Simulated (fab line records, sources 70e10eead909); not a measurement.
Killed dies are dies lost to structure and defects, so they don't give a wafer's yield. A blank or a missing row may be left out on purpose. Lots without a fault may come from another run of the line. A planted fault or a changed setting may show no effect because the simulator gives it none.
Chamber matching | flow nand_harc | NHARC_P_M1_DESCUM_14 on rie_diel-09: 4 sister chambers
The step chemistry O2, time 3 s. 4 wafers are shown with their chamber, then 8 later ones without.

WAFERS WITH THEIR CHAMBER
wafer  | chamber | showerhead_plenum_p_Torr (Torr)
L105.5 | 2       | 1.92
L117.4 | 1       | 1.78
L117.6 | 0       | 1.96
L121.3 | 3       | 1.98

WAFERS WITHOUT THEIR CHAMBER
wafer  | showerhead_plenum_p_Torr (Torr)
L121.4 | 1.95
L121.5 | 1.78
L123.1 | 1.95
L123.2 | 1.98
L123.3 | 1.78
L125.3 | 1.95
L125.5 | 1.95
L125.6 | 1.78

WHICH CHAMBER EACH WENT THROUGH
wafer  | from the rows above | in truth
L121.4 | 0                   | 0
L121.5 | 1                   | 1
L123.1 | 0                   | 0
L123.2 | 3                   | 3
L123.3 | 1                   | 1
L125.3 | 0                   | 0
L125.5 | 0                   | 0
L125.6 | 1                   | 1
Placed correctly: 8 of 8. Can't be placed from these rows: 0. Placed wrongly: 0.
How it was worked out, from the rows above alone: a wafer's distance from a chamber is the root of the sum, over the readings, of the square of ((its reading less the chamber's mean) divided by the reading's scatter). The wafer belongs to the nearest chamber; if the next one is less than 2 further off, it can't be placed. A chamber's mean is the mean of its shown wafers. The scatter: with one shown wafer a chamber, the root of the mean of the squares of how far each hidden wafer lies from its nearest shown one.
